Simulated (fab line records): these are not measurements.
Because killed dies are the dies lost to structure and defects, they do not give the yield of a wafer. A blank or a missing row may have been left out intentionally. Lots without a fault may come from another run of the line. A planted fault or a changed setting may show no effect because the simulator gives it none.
Matching of chambers ; flow nand harc ; 4 sister chambers for NHARC_P_M1_CMP_23 on cmp-01
The step polishes, t overpolish 20 s, target thk 157.82 nm. 4 wafers are shown with their chamber, then 8 later ones without.

== WAFERS WITH THEIR CHAMBER ==
wafer;chamber;motor current A (A)
L086.2;3;11.9
L086.3;0;10.7
L087.6;1;13.6
L091.1;2;13.7

== WAFERS WITH NO CHAMBER GIVEN ==
wafer;motor current A (A)
L091.3;13.6
L091.4;12.3
L094.2;12.3
L094.3;12.6
L094.4;11.0
L097.1;10.9
L097.2;11.1
L097.3;13.1

== THE CHAMBER EACH PASSED THROUGH ==
wafer;from the rows above;in truth
L091.3;can't be placed: 1 or 2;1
L091.4;3;3
L094.2;3;3
L094.3;can't be placed: 3 or 1 or 2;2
L094.4;can't be placed: 0 or 3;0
L097.1;can't be placed: 0 or 3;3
L097.2;can't be placed: 0 or 3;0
L097.3;can't be placed: 1 or 2 or 3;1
2 of 8 placed correctly. Cannot be placed on the basis of these rows: 6; the candidates contain the true chamber in 6. Placed wrongly: 0.
How it was worked out, from the rows above alone: a wafer's distance from a chamber is the root of the sum, over the readings, of the square of ((its reading less the chamber's mean) divided by the reading's scatter). The wafer belongs to the nearest chamber; if the next one is less than 2 further off, it can't be placed. A chamber's mean is the mean of its shown wafers. The scatter: with one shown wafer a chamber, the root of the mean of the squares of how far each hidden wafer lies from its nearest shown one.
